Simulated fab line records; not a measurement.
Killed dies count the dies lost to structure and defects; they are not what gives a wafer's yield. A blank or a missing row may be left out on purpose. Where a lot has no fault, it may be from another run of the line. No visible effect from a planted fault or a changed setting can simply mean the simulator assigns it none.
Commonality check across tools + flow nand-harc + 6 wafers sampled across 2 lots

WHY IT WAS OPENED
Flagged at NHARC_END_SORT_01: reading killed-at-periphery, on 2 of 2 lots. Fault-free wafers read 3.5, with a standard deviation of 2.5.
Rule: flag the lot when none of its wafers has a number, or when each of its wafers that has one lies beyond 4 standard deviations from that mean. The other lots count as sound.

| lot  | measured     | on        | killed-at-periphery, wafer by wafer | flag    |
|------|--------------|-----------|-------------------------------------|---------|
| L645 | day 29 22:08 | prober-01 | 48 42 70                            | FLAGGED |
| L646 | day 30 10:13 | prober-02 | 76 73 40                            | FLAGGED |
The mean of the flagged lots' numbers is 58.2, +54.7 from the usual (+22 standard deviations).

EACH LOT AND THE TOOL IT RAN ON
3 process steps preceding the reading are held in the record, out of 1302 steps in the route. Read each cell as the tool, then ch plus the chambers that the sampled wafers visited, then the start.
| lot  | flag    | NHARC_P_CONTACT_STRIP_37           | NHARC_THIN_TSV_ETCH_15         | NHARC_THIN_TSV_PRE_CLEAN_54  |
|------|---------|------------------------------------|--------------------------------|------------------------------|
| L645 | FLAGGED | rie-diel-06 ch 1,2, day 11 07:53   | rie-si-02 ch 1,2, day 29 06:17 | pvd-sputter-03, day 29 10:17 |
| L646 | FLAGGED | rie-diel-06 ch 0,1,2, day 12 02:04 | rie-si-02 ch 2,3, day 29 17:32 | pvd-sputter-01, day 29 21:34 |
What these steps do:
- NHARC_P_CONTACT_STRIP_37: strips in C4F8/O2/Ar.
- NHARC_THIN_TSV_ETCH_15: target depth 3000 nm, bosch target overetch cycles 2, bosch etch step 2.8 s.
- NHARC_THIN_TSV_PRE_CLEAN_54: time 30 s.
- NHARC_END_SORT_01

FLAGGED AGAINST TOTAL, ONE TOOL AT A TIME (gauges that did the reading follow at the end)
| step                        | tool           | lots run | flagged | share of the flagged lots | sound lots run after its first flagged lot |
|-----------------------------|----------------|----------|---------|---------------------------|--------------------------------------------|
| NHARC_P_CONTACT_STRIP_37    | rie-diel-06    | 2        | 2       | all                       | 0                                          |
| NHARC_THIN_TSV_ETCH_15      | rie-si-02      | 2        | 2       | all                       | 0                                          |
| NHARC_THIN_TSV_PRE_CLEAN_54 | pvd-sputter-01 | 1        | 1       | some                      | 0                                          |
| NHARC_THIN_TSV_PRE_CLEAN_54 | pvd-sputter-03 | 1        | 1       | some                      | 0                                          |
| NHARC_END_SORT_01           | prober-01      | 1        | 1       | some                      | 0                                          |
| NHARC_END_SORT_01           | prober-02      | 1        | 1       | some                      | 0                                          |

WHAT IS ALLOWED BY THE TABLE
Rows of the table that ran all the flagged lots, 2 in number: rie-diel-06 at NHARC_P_CONTACT_STRIP_37; rie-si-02 at NHARC_THIN_TSV_ETCH_15.
- rie-diel-06 at NHARC_P_CONTACT_STRIP_37: 2 of its 2 lots flagged. In this sample it ran no sound lot ahead of its first flagged lot, so there is no way to narrow down the start.
- rie-si-02 at NHARC_THIN_TSV_ETCH_15: 2 of its 2 lots flagged. In this sample it ran no sound lot ahead of its first flagged lot, so there is no way to narrow down the start.
A lot count leaves these 2 tools indistinguishable: every one of them fits a fault beginning at some hour. More lots, or a look at what each step does to the wafer, might.

WHAT THE SIMULATOR HAD PUT IN
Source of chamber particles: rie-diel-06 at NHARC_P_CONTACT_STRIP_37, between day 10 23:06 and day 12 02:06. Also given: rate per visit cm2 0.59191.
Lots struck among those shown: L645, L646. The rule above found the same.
